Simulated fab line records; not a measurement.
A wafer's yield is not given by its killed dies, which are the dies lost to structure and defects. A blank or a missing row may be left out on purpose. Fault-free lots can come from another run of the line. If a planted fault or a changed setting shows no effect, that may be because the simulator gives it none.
Chamber matching    flow n5-finfet    N5_FIN_SAQP_DESCUM_21 on rie-diel-05: 4 sister chambers
The step chemistry O2, time 7.9 s. 18 wafers are shown with their chamber, then 9 later ones without.

EACH WAFER AND ITS CHAMBER
wafer   chamber  showerhead-plenum-p-Torr (Torr)  throttle-valve-pct (%)  drypump-motor-current-A (A)
L075.2  1        2.07                             20.7                    5.8
L075.4  2        2.04                             20.0                    5.2
L075.5  2        2.04                             20.0                    5.2
L076.1  3        2.18                             20.5                    5.7
L076.2  2        2.04                             20.0                    5.2
L076.3  0        2.12                             19.7                    5.5
L078.1  1        2.07                             20.7                    5.8
L078.5  1        2.07                             20.7                    5.8
L078.6  2        2.04                             20.0                    5.2
L080.2  3        2.17                             20.5                    5.6
L080.3  1        2.07                             20.7                    5.8
L080.6  2        2.04                             20.1                    5.2
L081.1  3        2.17                             20.5                    5.6
L081.3  0        2.12                             19.7                    5.5
L081.6  2        2.04                             20.0                    5.2
L084.1  3        2.17                             20.5                    5.6
L084.5  3        2.17                             20.5                    5.7
L084.6  2        2.04                             20.0                    5.2

SIGNATURES (means of the wafers above)
reading                   chamber 0  chamber 1  chamber 2  chamber 3  scatter within a chamber
showerhead-plenum-p-Torr  2.1200     2.0700     2.0400     2.1720     0.00239
throttle-valve-pct        19.700     20.700     20.014     20.500     0.0247
drypump-motor-current-A   5.500      5.800      5.200      5.640      0.0293
Rule: distance of a wafer from a chamber = root of the sum over the readings of ((wafer's reading minus chamber's mean) / reading's scatter) squared. The wafer belongs to the nearest chamber; if the next one is less than 2 further off, it can't be placed. The scatter is the square root of a quotient: the sum, over the shown wafers, of each reading's squared deviation from its chamber's mean, divided by wafers minus chambers.

WAFERS WITHOUT THEIR CHAMBER
wafer   showerhead-plenum-p-Torr (Torr)  throttle-valve-pct (%)  drypump-motor-current-A (A)
L088.1  2.03                             20.1                    5.2
L088.2  2.11                             19.7                    5.5
L088.4  2.11                             19.7                    5.5
L092.1  2.17                             20.5                    5.6
L092.2  2.11                             19.7                    5.5
L092.4  2.06                             20.3                    5.8
L097.1  2.16                             20.5                    5.6
L097.2  2.10                             19.7                    5.5
L097.6  2.10                             19.7                    5.5

CHAMBER TAKEN BY EACH
wafer   from the rows above  in truth
L088.1  2                    2
L088.2  0                    0
L088.4  0                    0
L092.1  3                    3
L092.2  0                    0
L092.4  1                    1
L097.1  3                    3
L097.2  0                    0
L097.6  0                    0
Correctly placed: 9 of 9. Number that these rows cannot place: 0. 0 placed wrongly.
